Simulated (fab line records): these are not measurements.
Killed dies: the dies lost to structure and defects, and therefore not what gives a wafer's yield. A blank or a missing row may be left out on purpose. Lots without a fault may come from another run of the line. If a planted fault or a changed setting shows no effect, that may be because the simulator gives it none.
Chamber matching || flow n5 finfet || ald metal-01 running N5_BEOL_M6_ALD_77: 4 sister chambers
The step deposits TaN, target thk 2 nm, pulse time 2 s, purge time 3 s. 16 wafers are shown with their chamber, then 8 later ones without.

WAFERS PAIRED WITH THEIR CHAMBERS
{"wafer": "L074.2", "chamber": 0, "heater power w (W)": 371}
{"wafer": "L074.5", "chamber": 3, "heater power w (W)": 345}
{"wafer": "L074.6", "chamber": 2, "heater power w (W)": 456}
{"wafer": "L076.1", "chamber": 3, "heater power w (W)": 351}
{"wafer": "L076.2", "chamber": 1, "heater power w (W)": 422}
{"wafer": "L076.4", "chamber": 2, "heater power w (W)": 458}
{"wafer": "L083.1", "chamber": 0, "heater power w (W)": 361}
{"wafer": "L083.4", "chamber": 2, "heater power w (W)": 459}
{"wafer": "L083.6", "chamber": 1, "heater power w (W)": 430}
{"wafer": "L084.1", "chamber": 1, "heater power w (W)": 438}
{"wafer": "L084.2", "chamber": 3, "heater power w (W)": 357}
{"wafer": "L084.4", "chamber": 0, "heater power w (W)": 351}
{"wafer": "L087.2", "chamber": 0, "heater power w (W)": 367}
{"wafer": "L087.3", "chamber": 2, "heater power w (W)": 457}
{"wafer": "L087.5", "chamber": 0, "heater power w (W)": 366}
{"wafer": "L088.2", "chamber": 1, "heater power w (W)": 434}

SIGNATURES (averages over the wafers above)
{"reading": "heater power w", "chamber 0": 363.20, "chamber 1": 431.00, "chamber 2": 457.50, "chamber 3": 351.00, "scatter within a chamber": 6.15}
Rule: a wafer's distance from a chamber is the root of the sum, over the readings, of the square of ((its reading less the chamber's mean) divided by the reading's scatter). The wafer belongs to the nearest chamber; if the next one is less than 2 further off, it can't be placed. How the scatter is found: for the shown wafers, subtract from each reading the mean of its chamber, square and add these, divide the total by (wafers less chambers), then take the root.

WAFERS WITH NO CHAMBER GIVEN
{"wafer": "L088.4", "heater power w (W)": 363}
{"wafer": "L088.5", "heater power w (W)": 434}
{"wafer": "L089.2", "heater power w (W)": 369}
{"wafer": "L089.4", "heater power w (W)": 453}
{"wafer": "L089.5", "heater power w (W)": 470}
{"wafer": "L097.4", "heater power w (W)": 340}
{"wafer": "L097.5", "heater power w (W)": 404}
{"wafer": "L097.6", "heater power w (W)": 442}

THE CHAMBER EACH PASSED THROUGH
{"wafer": "L088.4", "from the rows above": "can't be placed: 0 or 3", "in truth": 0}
{"wafer": "L088.5", "from the rows above": 1, "in truth": 1}
{"wafer": "L089.2", "from the rows above": "can't be placed: 0 or 3", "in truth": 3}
{"wafer": "L089.4", "from the rows above": 2, "in truth": 2}
{"wafer": "L089.5", "from the rows above": 2, "in truth": 2}
{"wafer": "L097.4", "from the rows above": "can't be placed: 3 or 0", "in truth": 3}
{"wafer": "L097.5", "from the rows above": 1, "in truth": 1}
{"wafer": "L097.6", "from the rows above": "can't be placed: 1 or 2", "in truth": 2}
Correctly placed: 4 of 8. Not placeable from these rows: 4 (in 4, the candidates include the true chamber). Number placed wrongly: 0.
